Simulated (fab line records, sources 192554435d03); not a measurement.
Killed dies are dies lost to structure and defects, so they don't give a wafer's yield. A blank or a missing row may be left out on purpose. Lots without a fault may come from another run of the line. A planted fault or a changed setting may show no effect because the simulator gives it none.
Split-lot experiment | flow n5_finfet | 7 lots, 39 wafers read, on a route of 1938 steps

THE SPLIT
At N5_BEOL_M3_ILD_DEP_00 (deposits SiOC from DEMS/O2, target thk 79 nm, time 15.3 s), the setting time_s was moved away from the recipe's 15.3 s on 12 of the 39 wafers read, by -29.9% to +57.2%. The other wafers ran this setting at the recipe's value.

The file shows no step between the split and the reading.

THE READING
M3_ILD_THK, in nm, at N5_BEOL_M3_THK_MEAS_01. Fault-free wafers of this fab line usually give 78.7 nm, standard deviation 1.3 nm.

wafer  | tool, chamber at the split | time_s as run, s | against the recipe | M3_ILD_THK, nm | against lot-mates on the recipe
L075.1 | pecvd-04, 1,0              | 15.3             | recipe             | 78.0           | -
L075.2 | pecvd-04, 1,0              | 15.3             | recipe             | 77.9           | -
L075.3 | pecvd-04, 2                | 15.3             | recipe             | 76.4           | -
L075.4 | pecvd-04, 0                | 15.3             | recipe             | 78.6           | -
L075.5 | pecvd-04, 1                | 15.3             | recipe             | 79.5           | -
L075.6 | pecvd-04, 2                | 15.3             | recipe             | 77.7           | -
L076.2 | pecvd-02, 0                | 15.3             | recipe             | 78.4           | -
L076.4 | pecvd-02, 1                | 15.3             | recipe             | 79.0           | -
L076.5 | pecvd-02, 2                | 15.3             | recipe             | 81.5           | -
L082.1 | pecvd-03, 1                | 24.05            | +57.2%             | 122.0          | +45.1
L082.2 | pecvd-03, 0                | 15.3             | recipe             | 76.9           | -
L082.3 | pecvd-03, 2                | 15.3             | recipe             | 75.3           | -
L082.4 | pecvd-03, 1                | 24.05            | +57.2%             | 123.2          | +46.3
L082.5 | pecvd-03, 0                | 24.05            | +57.2%             | 121.3          | +44.4
L082.6 | pecvd-03, 2                | 15.3             | recipe             | 78.5           | -
L091.1 | pecvd-03, 1                | 15.3             | recipe             | 78.3           | -
L091.2 | pecvd-03, 0                | 15.3             | recipe             | 76.9           | -
L091.3 | pecvd-03, 1                | 15.3             | recipe             | 79.8           | -
L091.4 | pecvd-03, 0                | 15.3             | recipe             | 77.1           | -
L091.5 | pecvd-03, 0                | 15.3             | recipe             | 77.4           | -
L091.6 | pecvd-03, 1                | 15.3             | recipe             | 80.1           | -
L093.1 | pecvd-04, 2                | 10.73            | -29.9%             | 54.4           | -25.7
L093.2 | pecvd-04, 1                | 15.3             | recipe             | 80.0           | -
L093.3 | pecvd-04, 0                | 10.73            | -29.9%             | 55.6           | -24.5
L093.4 | pecvd-04, 2                | 10.73            | -29.9%             | 55.1           | -25.0
L093.5 | pecvd-04, 1                | 15.3             | recipe             | 80.7           | -
L093.6 | pecvd-04, 0                | 15.3             | recipe             | 79.5           | -
L094.1 | pecvd-04, 1                | 21.1             | +37.9%             | 108.2          | +30.0
L094.2 | pecvd-04, 2,0              | 15.3             | recipe             | 77.7           | -
L094.3 | pecvd-04, 2,0              | 15.3             | recipe             | 77.8           | -
L094.4 | pecvd-04, 1                | 21.1             | +37.9%             | 110.5          | +32.3
L094.5 | pecvd-04, 0                | 21.1             | +37.9%             | 108.7          | +30.5
L094.6 | pecvd-04, 2                | 15.3             | recipe             | 79.1           | -
L096.1 | pecvd-03, 1                | 11.42            | -25.4%             | 60.6           | -17.9
L096.2 | pecvd-03, 0                | 15.3             | recipe             | 77.9           | -
L096.3 | pecvd-03, 2                | 15.3             | recipe             | 78.6           | -
L096.4 | pecvd-03, 0                | 15.3             | recipe             | 78.9           | -
L096.5 | pecvd-03, 1                | 11.42            | -25.4%             | 60.6           | -17.9
L096.6 | pecvd-03, 2                | 11.42            | -25.4%             | 59.8           | -18.7
Where a row lists several chambers, the file gives one row for several wafers and doesn't say which wafer went through which chamber.

THE FIT
A straight line over all 39 wafers: M3_ILD_THK changes by +0.771 nm for each +1% of time_s; r = +1.00; the points scatter about the line by 1.3 nm.
The same after taking each lot's own level away (the mean of its wafers on the recipe; 39 wafers): +0.795 nm for each +1%; r = +1.00; scatter 1.2 nm.
On that fit, the largest move of time_s shifts the reading by 45 nm.
The lots' own levels span 76.90 to 80.07 nm, that is 2.4 times the standard deviation above.
So the lot-to-lot level changes the slope little: the two slopes agree.
Check: with one of the wafers moved furthest among these (+57.2%) left out of the fit, the line predicts +45.7 nm for it against its lot-mates. It came out at +45.1 nm against them.

OTHER SPLITS ON THESE WAFERS
These wafers also went through other splits before the reading. Each is held against what the fit with the lots' levels taken away leaves over:
other split on the same wafers              | wafers away from the commonest value | r with M3_ILD_THK (lot level and that fit taken away)
N5_BEOL_M0_SAQP_SPACER2_ALD_26 target_thk_a | 12                                   | +0.14

THE WHOLE CHAIN: every reading that the file lists as answering this split, in the file's order
step                   | what it does                                              | reading                                                                            | change (the file's fit)               | r (the file's)
N5_BEOL_M3_ILD_DEP_00  | deposits SiOC from DEMS/O2, target thk 79 nm, time 15.3 s | SiOC_of_BEOL_M3_ILD_DEP_00.thk_nm (the simulator's own value, which no gauge read) | +0.796 nm for each +1% of the setting | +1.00
N5_BEOL_M3_THK_MEAS_01 |                                                           | M3_ILD_THK                                                                         | +0.796 for each +1% of the setting    | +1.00

THE FILE'S OWN FIT
M3_ILD_THK changes by +0.796 nm for each +1% of time_s, r = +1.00.
